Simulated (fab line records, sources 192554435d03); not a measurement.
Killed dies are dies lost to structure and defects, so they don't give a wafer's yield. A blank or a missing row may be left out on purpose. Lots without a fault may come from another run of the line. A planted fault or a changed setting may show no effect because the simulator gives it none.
One fault seen from 2 desks | flow n5_finfet | each desk has only its own numbers; what lay behind them comes last

THE TOOL OWNER'S DESK: cvd_co-02
The tool's own readings at N5_BEOL_M5_CO_CAP_78 (material Co, precursor CCTBA/H2, target thk 2 nm, time 102.1 s): means of the sampled wafers that have a number, for each lot that ran on this tool. A lot is out of limits, marked OUT, if its mean lies more than 4 standard deviations from the usual mean; the brackets give that distance.
Columns: A = heater_power_w at N5_BEOL_M5_CO_CAP_78, usual 233 W; B = run_length_s at N5_BEOL_M5_CO_CAP_78, usual 124.8 s
lot  | first seen here | A   | B
L120 | day 9 19:17     | 228 | 124.9
L126 | day 12 01:09    | 222 | 94.9 (-53) OUT
L128 | day 12 12:23    | 226 | 104.9 (-36) OUT
L138 | day 14 23:59    | 225 | 124.7
This desk's finding: out of limits on L126, L128; first on L126, day 12 01:09 (run_length_s at N5_BEOL_M5_CO_CAP_78). In limits: L120, L138.

THE METROLOGY DESK
What the gauges read, lot by lot, whatever tool the lot ran on: means of the sampled wafers that have a number. A lot is out of limits, marked OUT, if its mean lies more than 4 standard deviations from the usual mean; the brackets give that distance.
Columns: A = M5_THK at N5_BEOL_M5_THK_MEAS_53, usual 62.8 nm
lot  | first seen here | A
L120 | day 9 19:02     | 63.2
L126 | day 12 01:04    | 61.8
L128 | day 12 12:18    | 61.7
L132 | day 12 20:00    | 64.0
L136 | day 14 22:35    | 64.6
L138 | day 14 23:54    | 61.0
This desk's finding: nothing out of limits on any of the 6 lots.

PUT TOGETHER
The tool owner's desk could have raised an alarm at day 12 01:09, on L126, L128.
The metrology desk saw nothing out of limits.
The metrology desk has L126, L128 on record, within its limits.
Of the lots named, all ran N5_BEOL_M5_CO_CAP_78 on cvd_co-02.

WHAT THE SIMULATOR HAD PUT IN
Process parameter drift: cvd_co-02, from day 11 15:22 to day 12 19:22, at N5_BEOL_M5_CO_CAP_78. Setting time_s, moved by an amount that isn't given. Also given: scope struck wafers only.
Lots struck among those shown: L126, L128.
Hours from the fault's start to each desk's first reading out of limits: the tool owner's desk, 10.
